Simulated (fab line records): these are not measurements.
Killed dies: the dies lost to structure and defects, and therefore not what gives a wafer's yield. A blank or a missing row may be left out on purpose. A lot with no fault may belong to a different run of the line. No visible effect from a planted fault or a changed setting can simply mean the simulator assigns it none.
fab line records | flow nandHarc
record lots=12 | wafers=36 | lastDay=33
route steps=1302 shown P_ZERO_WELL@31 P_STI@72 END@1302
lots untouched by any fault: they come from a run of this same line in which no faults occurred
startH: hours from the record's opening day to when the first of the lot's shown wafers began | waitH: hours elapsed since this lot's preceding step | " repeats the value in the row above | L1.1+2: a single row standing in for several wafers | - no value, or no start was given | * or withheld: withheld | < > ~ a bound
route shown NAME@n: names a module that has steps shown in the file, with the first one's number in the route | usual: the fault-free wafers' mean and standard deviation | same: alike in all rows | chamber/n: place in a boat | sites: per-site readings | _std_site: standard deviation across them | _edge_site: inner sites' mean taken away from outer sites' mean | radiusMm: how far each site lies from the wafer's centre | mask NAME#n: copy n | behind: the last tool/chamber to shape the wafer | hold: reason for holding the lot/hours on hold/outcome of the hold | device: whichever transistor did not switch (one of n, p or np) | end of line: the tests these same wafers got at the end of their route | a step given without rows: its recipe and nothing more | killed: the dies lost at the first sort to structure and to defects; this is not the yield of the wafer | map: a wafer's dies, marking killed ones x, the rest . and places with no die _
set.NAME: setting as actually run; set.NAME@STEP: the setting as run at that earlier step | model.NAME: the simulator's own value behind a step, which no gauge read
a sample of lots followed through the steps of the route, with each step as a table and each wafer as a row
services: a tool's chamber out of use, with start hour (startH, from the record's first day; less than 0 if before it), hours out, and reason
## steps
# step NHARC_P_ZERO_WELL_DESCUM_26
# recipe timeS=3 | o2FlowSccm=200 | arFlowSccm=0 | biasPowerW=0 | chemistry=O2
# usual drypumpMotorCurrentA=5.8/0.49 | oesProductAu=1.000/0.011 | rfVppV=58.0/0.86 | showerheadPlenumPTorr=1.93/0.059 | throttleValvePct=11.311/0.0081
lot.wafer | tool       | chamber | startH | waitH | drypumpMotorCurrentA | oesProductAu | rfHoursCounterH | rfVppV | showerheadPlenumPTorr | throttleValvePct
L843.1    | rieDiel-11 | 3       | 22.63  | -     | 6.1                  | 1.007        | 39              | 56.7   | 1.82                  | 11.309
L843.3    | "          | 0       | "      | "     | 6.5                  | 0.999        | 40              | 57.9   | 1.89                  | 11.309
L843.4    | "          | 1       | "      | "     | 5.7                  | 0.995        | 37              | 58.5   | 1.97                  | 11.307
L844.3    | rieDiel-11 | 0       | 32.76  | -     | 6.5                  | 0.997        | 44              | 57.9   | 1.89                  | 11.303
L844.1    | "          | 1       | "      | "     | 5.6                  | 1.010        | 41              | 58.6   | 1.96                  | 11.311
L844.5    | "          | 2       | "      | "     | 5.6                  | 1.003        | -               | 57.7   | 1.99                  | 11.319
L847.4    | rieDiel-02 | 3       | 62.87  | -     | 5.2                  | 1.014        | 4               | 58.3   | 1.90                  | 11.303
L847.5    | "          | 2       | "      | "     | 6.3                  | 0.994        | -               | 57.1   | 1.92                  | 11.324
L847.6    | "          | 3       | "      | "     | 5.2                  | 1.013        | -               | 58.9   | 1.90                  | 11.302
L848.4    | rieDiel-13 | 0       | 72.58  | -     | 5.6                  | 0.987        | 23              | 57.7   | 2.03                  | 11.312
L848.1    | "          | 1       | "      | "     | 5.6                  | 1.001        | 22              | 58.0   | 1.86                  | 11.330
L848.6    | "          | 0       | "      | "     | 5.6                  | 0.992        | -               | 59.2   | 2.03                  | 11.325
L849.4    | rieDiel-13 | 3       | 82.51  | -     | 6.3                  | 1.010        | 27              | 56.7   | 1.98                  | 11.317
L849.1    | "          | 1       | "      | "     | 5.6                  | 0.992        | 24              | 56.0   | 1.86                  | 11.308
L849.5    | "          | 3       | "      | "     | 6.3                  | 0.996        | -               | 57.5   | 1.98                  | 11.301
L850.4    | rieDiel-11 | 3       | 92.76  | -     | 6.1                  | 0.995        | 1               | 56.3   | 1.82                  | 11.304
L850.3    | "          | 0       | "      | "     | 6.5                  | 0.976        | 1               | 57.2   | 1.88                  | 11.309
L850.5    | "          | 3       | "      | "     | 6.1                  | 0.998        | -               | 57.9   | 1.82                  | 11.307
L853.4    | rieDiel-11 | 1       | 122.64 | -     | 5.7                  | 1.000        | 9               | 57.8   | 1.96                  | 11.304
L853.3    | "          | 2       | "      | "     | 5.6                  | 1.007        | 11              | 59.0   | 1.98                  | 11.301
L853.6    | "          | 0       | "      | "     | 6.5                  | 0.980        | -               | 58.6   | 1.88                  | 11.323
L856.3    | rieDiel-11 | 1       | 152.85 | -     | 5.7                  | 0.996        | 23              | 58.3   | 1.95                  | 11.301
L856.2    | "          | 2       | "      | "     | 5.6                  | 0.998        | 22              | 58.9   | 1.98                  | 11.308
L856.5    | "          | 1       | "      | "     | 5.7                  | 0.990        | -               | 58.2   | 1.95                  | 11.313
L857.3    | rieDiel-13 | 0       | 162.74 | -     | 5.6                  | 0.991        | 52              | 58.0   | 2.02                  | 11.313
L857.4    | "          | 1       | "      | "     | 5.6                  | 0.989        | 52              | 57.9   | 1.85                  | 11.319
L857.1    | "          | 2       | "      | "     | 5.0                  | 1.012        | 56              | 59.7   | 1.93                  | 11.320
L864.2    | rieDiel-11 | 3       | 232.62 | -     | 6.1                  | 0.999        | 42              | 58.2   | 1.81                  | 11.297
L864.4    | "          | 1       | "      | "     | 5.7                  | 1.004        | 55              | 59.0   | 1.94                  | 11.301
L864.6    | "          | 2       | "      | "     | 5.6                  | 0.992        | -               | 58.6   | 1.97                  | 11.321
L865.3    | rieDiel-02 | 0       | 242.73 | -     | 5.1                  | 1.004        | 4               | 57.4   | 1.95                  | 11.306
L865.1    | "          | 1       | "      | "     | 6.3                  | 0.995        | 7               | 58.1   | 1.97                  | 11.320
L865.6    | "          | 0       | "      | "     | 5.1                  | 1.003        | -               | 58.1   | 1.95                  | 11.307
L866.4    | rieDiel-02 | 2       | 252.67 | -     | 6.3                  | 0.999        | 10              | 56.1   | 1.90                  | 11.298
L866.1    | "          | 3       | "      | "     | 5.2                  | 1.003        | 7               | 57.2   | 1.89                  | 11.315
L866.5    | "          | 0       | "      | "     | 5.1                  | 1.005        | -               | 56.8   | 1.95                  | 11.313
# step NHARC_P_ZERO_WELL_DESCUM_39
# recipe timeS=3 | o2FlowSccm=200 | arFlowSccm=0 | biasPowerW=0 | chemistry=O2
# usual drypumpMotorCurrentA=5.7/0.54 | oesProductAu=1.001/0.011 | rfVppV=57.8/0.88 | showerheadPlenumPTorr=1.94/0.055 | throttleValvePct=11.311/0.0082
lot.wafer | tool       | chamber | startH | waitH | drypumpMotorCurrentA | oesProductAu | rfHoursCounterH | rfVppV | showerheadPlenumPTorr | throttleValvePct
L843.4    | rieDiel-13 | 2       | 24.31  | -     | 5.0                  | 1.012        | 8               | 57.6   | 1.94                  | 11.299
L843.1    | "          | 3       | "      | "     | 6.3                  | 1.004        | 8               | 60.1   | 1.98                  | 11.295
L843.3    | "          | 0       | "      | "     | 5.6                  | 0.998        | 6               | 59.0   | 2.03                  | 11.318
L844.1    | rieDiel-13 | 2       | 34.33  | -     | 5.0                  | 1.012        | 12              | 56.9   | 1.94                  | 11.300
L844.3    | "          | 3       | "      | "     | 6.3                  | 0.996        | 11              | 58.1   | 1.98                  | 11.307
L844.5    | "          | 0       | "      | "     | 5.6                  | 0.984        | -               | 58.3   | 2.03                  | 11.312
L847.4    | rieDiel-11 | 3       | 64.55  | -     | 6.1                  | 1.003        | 49              | 56.8   | 1.82                  | 11.323
L847.5    | "          | 1       | "      | "     | 5.6                  | 1.000        | -               | 57.3   | 1.96                  | 11.298
L847.6    | "          | 2       | "      | "     | 5.6                  | 0.995        | -               | 57.4   | 1.99                  | 11.311
L848.1    | rieDiel-13 | 2       | 74.10  | -     | 5.0                  | 1.010        | 25              | 57.1   | 1.94                  | 11.307
L848.4    | "          | 0       | "      | "     | 5.6                  | 0.986        | 23              | 57.9   | 2.03                  | 11.303
L848.6    | "          | 2       | "      | "     | 5.0                  | 1.007        | -               | 58.4   | 1.94                  | 11.323
L849.4    | rieDiel-02 | 2       | 84.14  | -     | 6.3                  | 1.006        | 12              | 58.0   | 1.92                  | 11.315
L849.1    | "          | 3       | "      | "     | 5.2                  | 1.008        | 11              | 58.7   | 1.90                  | 11.296
L849.5    | "          | 1       | "      | "     | 6.4                  | 1.006        | -               | 57.9   | 1.99                  | 11.301
L850.3    | rieDiel-13 | 0       | 94.49  | -     | 5.6                  | 0.973        | 31              | 57.2   | 2.03                  | 11.312
L850.4    | "          | 1       | "      | "     | 5.6                  | 0.996        | -               | 57.3   | 1.85                  | 11.309
L850.5    | "          | 0       | "      | "     | 5.6                  | 0.985        | -               | 58.6   | 2.03                  | 11.314
L853.4    | rieDiel-13 | 0       | 124.28 | -     | 5.6                  | 0.990        | 38              | 58.6   | 2.02                  | 11.304
L853.3    | "          | 1       | "      | "     | 5.6                  | 0.989        | 37              | 57.1   | 1.85                  | 11.307
L853.6    | "          | 2       | "      | "     | 5.0                  | 1.005        | -               | 57.9   | 1.93                  | 11.305
L856.2    | rieDiel-13 | 2       | 154.48 | -     | 5.0                  | 1.003        | 54              | 57.2   | 1.93                  | 11.324
L856.3    | "          | 0       | "      | "     | 5.6                  | 0.984        | 50              | 59.6   | 2.02                  | 11.302
L856.5    | "          | 3       | "      | "     | 6.3                  | 1.001        | -               | 58.2   | 1.97                  | 11.324
L857.4    | rieDiel-02 | 2       | 164.60 | -     | 6.4                  | 1.004        | 39              | 56.9   | 1.91                  | 11.306
L857.1    | "          | 0       | "      | "     | 5.1                  | 1.016        | 38              | 59.5   | 1.96                  | 11.305
L857.3    | "          | 1       | "      | "     | 6.3                  | 1.011        | 41              | 58.2   | 1.98                  | 11.316
L864.4    | rieDiel-02 | 0       | 234.13 | -     | 5.1                  | 1.007        | 2               | 57.4   | 1.95                  | 11.304
L864.2    | "          | 1       | "      | "     | 6.3                  | 1.009        | 3               | 58.4   | 1.98                  | 11.312
L864.6    | "          | 0       | "      | "     | 5.1                  | 1.011        | -               | 56.8   | 1.95                  | 11.312
L865.1    | rieDiel-13 | 3       | 244.41 | -     | 6.3                  | 0.981        | 23              | 57.3   | 1.96                  | 11.294
L865.3    | "          | 1       | "      | "     | 5.6                  | 0.997        | 22              | 56.0   | 1.84                  | 11.306
L865.6    | "          | 2       | "      | "     | 5.0                  | 1.003        | -               | 58.8   | 1.92                  | 11.310
L866.4    | rieDiel-02 | 0       | 254.29 | -     | 5.1                  | 1.011        | 7               | 58.5   | 1.95                  | 11.321
L866.1    | "          | 2       | "      | "     | 6.3                  | 0.989        | 10              | 57.0   | 1.90                  | 11.320
L866.5    | "          | 1       | "      | "     | 6.3                  | 0.998        | -               | 57.0   | 1.97                  | 11.298
# step NHARC_P_STI_OXIDE_29
# recipe targetThkA=100 | tempC=900 | oxTimeS=1362 | material=SiO2
lot.wafer  | tool       | chamber | startH | waitH
L843.1+3+4 | furnace-03 | 0       | 34.35  | -
L844.1+3+5 | furnace-01 | 0       | 45.51  | -
L847.4+5+6 | furnace-03 | 0       | 71.98  | -
L848.1+4+6 | furnace-01 | 0       | 81.24  | -
L849.1+4+5 | furnace-03 | 0       | 93.35  | -
L850.3+4+5 | furnace-01 | 0       | 102.49 | -
L853.3+4+6 | furnace-04 | 0       | 132.99 | -
L856.2+3+5 | furnace-04 | 0       | 162.15 | -
L857.1+3+4 | furnace-04 | 0       | 171.24 | -
L864.2+4+6 | furnace-01 | 0       | 242.13 | -
L865.1+3+6 | furnace-01 | 0       | 253.46 | -
L866.1+4+5 | furnace-01 | 0       | 267.46 | -
# step NHARC_P_STI_INSPECT_11
# usual rawDefectCount=6/3.7
lot.wafer | tool             | chamber | startH | waitH | rawDefectCount
L843.1    | defectInspect-02 | -       | 46.24  | 0.0   | 6
L843.3    | "                | -       | "      | "     | 6
L843.4    | "                | -       | "      | "     | 8
L844.1    | defectInspect-01 | -       | 56.88  | 0.0   | 8
L844.3    | "                | -       | "      | "     | 1
L844.5    | "                | -       | "      | "     | 3
L847.4    | defectInspect-02 | -       | 83.31  | 0.0   | 6
L847.5    | "                | -       | "      | "     | 10
L847.6    | "                | -       | "      | "     | 14
L848.1    | defectInspect-01 | -       | 92.48  | 0.0   | 4
L848.4    | "                | -       | "      | "     | 2
L848.6    | "                | -       | "      | "     | 5
L849.1    | defectInspect-01 | -       | 104.79 | 0.0   | 1
L849.4    | "                | -       | "      | "     | 2
L849.5    | "                | -       | "      | "     | 3
L850.3    | defectInspect-01 | -       | 113.87 | 0.0   | 7
L850.4    | "                | -       | "      | "     | 5
L850.5    | "                | -       | "      | "     | 4
L853.3    | defectInspect-01 | -       | 144.25 | 0.0   | 5
L853.4    | "                | -       | "      | "     | 2
L853.6    | "                | -       | "      | "     | 11
L856.2    | defectInspect-01 | -       | 173.60 | 0.0   | 1372
L856.3    | "                | -       | "      | "     | 1345
L856.5    | "                | -       | "      | "     | 1282
L857.1    | defectInspect-01 | -       | 182.60 | 0.0   | 1327
L857.3    | "                | -       | "      | "     | 1334
L857.4    | "                | -       | "      | "     | 1318
L864.2    | defectInspect-02 | -       | 253.41 | 0.0   | 13
L864.4    | "                | -       | "      | "     | 14
L864.6    | "                | -       | "      | "     | 5
L865.1    | defectInspect-01 | -       | 264.93 | 0.0   | 10
L865.3    | "                | -       | "      | "     | 5
L865.6    | "                | -       | "      | "     | 2
L866.1    | defectInspect-01 | -       | 280.54 | 0.0   | 7
L866.4    | "                | -       | "      | "     | 2
L866.5    | "                | -       | "      | "     | 5
# step NHARC_P_STI_ETCH_15
# recipe targetDepthA=3000 | taperDeg=4 | timeS=100.1 | hbrFlowSccm=150 | cl2FlowSccm=50 | rfW=400 | icpW=400 | biasW=100 | chemistry=HBr/Cl2
# usual drypumpMotorCurrentA=5.8/0.61 | oesProductAu=0.996/0.01 | throttleValvePct=26.407/0.0095
lot.wafer | tool     | chamber | startH | waitH | drypumpMotorCurrentA | oesProductAu | rfHoursCounterH | throttleValvePct
L843.4    | rieSi-02 | 3       | 46.67  | -     | 6.8                  | 1.005        | 0.8             | 26.403
L843.1    | "        | 0       | "      | "     | 5.2                  | 0.998        | 0.8             | 26.401
L843.3    | "        | 1       | "      | "     | 6.4                  | 0.997        | 0.7             | 26.411
L844.1    | rieSi-02 | 0       | 57.32  | -     | 5.2                  | 0.998        | 0.8             | 26.403
L844.3    | "        | 1       | "      | "     | 6.5                  | 0.994        | 0.8             | 26.422
L844.5    | "        | 2       | "      | "     | 5.3                  | 0.987        | -               | 26.397
L847.4    | rieSi-04 | 0       | 83.72  | -     | 5.5                  | 1.004        | 0.4             | 26.393
L847.5    | "        | 0       | "      | "     | 5.5                  | 1.005        | -               | 26.386
L847.6    | "        | 1       | "      | "     | 5.8                  | 0.991        | -               | 26.409
L848.4    | rieSi-05 | 0       | 92.89  | -     | 5.5                  | 1.010        | 0.9             | 26.415
L848.1    | "        | 2       | "      | "     | 6.0                  | 0.999        | 1.0             | 26.409
L848.6    | "        | 1       | "      | "     | 5.2                  | 0.980        | -               | 26.410
L849.1    | rieSi-05 | 0       | 105.23 | -     | 5.5                  | 0.988        | 1.0             | 26.401
L849.4    | "        | 1       | "      | "     | 5.2                  | 0.980        | 1.0             | 26.401
L849.5    | "        | 2       | "      | "     | 6.0                  | 0.984        | -               | 26.413
L850.4    | rieSi-02 | 2       | 114.28 | -     | 5.2                  | 1.000        | 0.0             | 26.423
L850.3    | "        | 1       | "      | "     | 6.4                  | 0.974        | 0.0             | 26.411
L850.5    | "        | 3       | "      | "     | 6.8                  | 0.984        | -               | 26.395
L853.4    | rieSi-04 | 1       | 144.66 | -     | 5.9                  | 0.999        | 0.9             | 26.397
L853.3    | "        | 2       | "      | "     | 6.2                  | 1.005        | 1.0             | 26.395
L853.6    | "        | 1       | "      | "     | 5.8                  | 0.996        | -               | 26.398
L856.2    | rieSi-02 | 1       | 174.05 | -     | 6.4                  | 0.995        | 0.4             | 26.401
L856.3    | "        | 2       | "      | "     | 5.2                  | 1.005        | 0.5             | 26.409
L856.5    | "        | 1       | "      | "     | 6.4                  | 0.993        | -               | 26.434
L857.1    | rieSi-04 | 2       | 183.01 | -     | 6.2                  | 0.998        | 0.1             | 26.413
L857.3    | "        | 3       | "      | "     | 6.7                  | 1.016        | 0.1             | 26.397
L857.4    | "        | 1       | "      | "     | 5.9                  | 1.003        | 0.0             | 26.421
L864.2    | rieSi-02 | 0       | 253.86 | -     | 5.2                  | 0.985        | 0.8             | 26.413
L864.4    | "        | 3       | "      | "     | 6.8                  | 1.016        | 1.1             | 26.411
L864.6    | "        | 1       | "      | "     | 6.4                  | 0.985        | -               | 26.401
L865.1    | rieSi-04 | 3       | 265.34 | -     | 6.7                  | 0.998        | 0.6             | 26.401
L865.3    | "        | 0       | "      | "     | 5.5                  | 1.000        | 0.5             | 26.417
L865.6    | "        | 0       | "      | "     | 5.5                  | 1.004        | -               | 26.415
L866.4    | rieSi-05 | 0       | 280.96 | -     | 5.5                  | 0.984        | 0.6             | 26.413
L866.1    | "        | 2       | "      | "     | 6.0                  | 1.018        | 0.9             | 26.406
L866.5    | "        | 3       | "      | "     | 5.0                  | 1.002        | -               | 26.381
# step NHARC_END_SORT_01
# recipe tempC=25
# usual killedAtArray=54/17 | killedAtOther=1.0/1.4 | killedAtPeriphery=3.6/2.1 | killedDies=58/17 | killedOpen=3.2/2 | killedShort=2.5/1.5
# same grossDies=677
lot.wafer | tool      | chamber | startH | waitH | killedAtArray | killedAtOther | killedAtPeriphery | killedDies | killedOpen | killedShort
L856.2    | prober-02 | 0       | 696.77 | 2.8   | 27            | 0             | 555               | 582        | 0          | 1
L856.3    | prober-02 | 0       | 697.59 | 3.1   | 36            | 0             | 555               | 591        | 1          | 3
L856.5    | prober-02 | 0       | 699.23 | 3.8   | 31            | 0             | 553               | 584        | 2          | 0
L857.1    | prober-02 | 0       | 710.95 | 2.5   | 26            | 0             | 547               | 573        | 1          | 1
L857.3    | prober-02 | 0       | 712.53 | 3.1   | 27            | 1             | 549               | 577        | 2          | 0
L857.4    | prober-02 | 0       | 713.32 | 3.4   | 32            | 0             | 546               | 578        | 1          | 0
# killed by level:class
L856.2 P_STI:unspecified=555 A_CHANNEL_HOLE_D1:chamberFilmFlake=10 A_CHANNEL_HOLE_D2:chamberFilmFlake=10 A_SGD_CUT:chamberFilmFlake=4 A_WL_FILL:geometricParticle:short=1 A_STAIRCASE:chamberFilmFlake=1 A_CHANNEL_FILL_D2:chamberFilmFlake=1
L856.3 P_STI:unspecified=555 A_CHANNEL_HOLE_D2:chamberFilmFlake=10 A_CHANNEL_HOLE_D1:chamberFilmFlake=9 A_CHANNEL_FILL_D2:chamberFilmFlake=4 A_SGD_CUT:chamberFilmFlake=4 A_SLIT:chamberFilmFlake=2 A_STAIRCASE:chamberFilmFlake=2 A_ONON_D1:geometricParticle:short=1
L856.5 P_STI:unspecified=553 A_CHANNEL_HOLE_D1:chamberFilmFlake=10 A_CHANNEL_HOLE_D2:chamberFilmFlake=10 A_SGD_CUT:chamberFilmFlake=5 A_SLIT:chamberFilmFlake=2 A_CHANNEL_FILL_D1:geometricParticle:open=1 A_WL_FILL:geometricParticle:open=1 A_CONTACT:chamberFilmFlake=1
L857.1 P_STI:unspecified=547 A_SLIT:chamberFilmFlake=11 A_CHANNEL_HOLE_D1:chamberFilmFlake=6 A_CONTACT:chamberFilmFlake=4 A_ONON_D1:geometricParticle:short=1 A_CONTACT:geometricParticle:open=1 A_DECK1_JOINT:chamberFilmFlake=1 A_STAIRCASE:chamberFilmFlake=1
L857.3 P_STI:unspecified=549 A_SLIT:chamberFilmFlake=21 A_CHANNEL_HOLE_D1:chamberFilmFlake=2 A_BLC:chamberFilmFlake=2 A_CHANNEL_HOLE_D1:geometricParticle:open=1 A_DECK1_JOINT:chamberFilmFlake=1 STARTING-WAFER:geometricParticle:open=1
L857.4 P_STI:unspecified=545 A_SLIT:chamberFilmFlake=21 A_CHANNEL_HOLE_D1:chamberFilmFlake=3 A_CONTACT:chamberFilmFlake=3 A_STAIRCASE:chamberFilmFlake=2 A_CHANNEL_HOLE_D2:geometricParticle:open=1 A_DECK1_JOINT:chamberFilmFlake=1 P_STI:chamberFilmFlake=1
## services
tool       | chamber | startH | hours | kind
rieDiel-13 | 3       | 4.92   | 1.7   | repair
rieDiel-13 | -       | 9.16   | 0.1   | repair
rieSi-02   | 0       | 18.21  | 7.8   | repair
rieSi-04   | 1       | 21.11  | 4.9   | repair
rieDiel-02 | -       | 39.87  | 9.0   | pm
rieDiel-11 | 3       | 43.59  | 1.4   | repair
rieDiel-11 | 3       | 49.54  | 11.4  | repair
rieDiel-11 | -       | 78.51  | 9.0   | pm
rieDiel-13 | 3       | 89.93  | 6.5   | repair
rieDiel-02 | 3       | 94.89  | 44.7  | repair
rieSi-02   | -       | 100.00 | 9.0   | pm
rieDiel-11 | -       | 112.38 | 2.5   | repair
rieSi-04   | 0       | 120.97 | 5.7   | repair
rieSi-02   | 0       | 129.76 | 2.3   | repair
rieDiel-13 | -       | 166.95 | 9.0   | pm
rieDiel-11 | 3       | 184.88 | 1.4   | repair
rieDiel-13 | 0       | 201.57 | 30.4  | repair
furnace-01 | -       | 208.37 | 26.0  | pm
rieDiel-02 | 2       | 211.09 | 14.7  | repair
rieDiel-02 | -       | 216.87 | 9.0   | pm
rieDiel-02 | 2       | 240.20 | 3.8   | repair
rieDiel-11 | -       | 255.60 | 9.0   | pm
rieSi-02   | 3       | 262.91 | 8.5   | repair
rieSi-02   | -       | 277.00 | 9.0   | pm
## key
firstSign step=NHARC_P_STI_INSPECT_11 | reading=rawDefectCount | direction=up | sigmas=99+ | usual=6 | struck=1330
effect step=NHARC_END_SORT_01 | reading=killedAtPeriphery | direction=up | sigmas=99+ | usual=3.6 | struck=550.8
moreKillsBornAt NHARC_P_STI_OXIDE_29@furnace-04=3304
metAt NHARC_P_STI_OXIDE_29
struckLots L856,L857
testerLeftOut L856,L857
notActingAt NHARC_P_ZERO_WELL_DESCUM_26,NHARC_P_ZERO_WELL_DESCUM_39,NHARC_P_STI_ETCH_15
onsetBetween 132.99 162.15
fault kind=chamberParticleSource | tool=furnace-04 | chamber=- | onsetH=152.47 | steps=NHARC_P_STI_OXIDE_29 | ratePerVisitCm2=2.0555 | endH=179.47
# testerLeftOut: of these lots the tester's yield and bins aren't shown, on N5 and GAA mostly nor the transistor test; their killed dies are dies lost to structure and defects alone, not to doping, threshold or leakage, so they don't give the yield
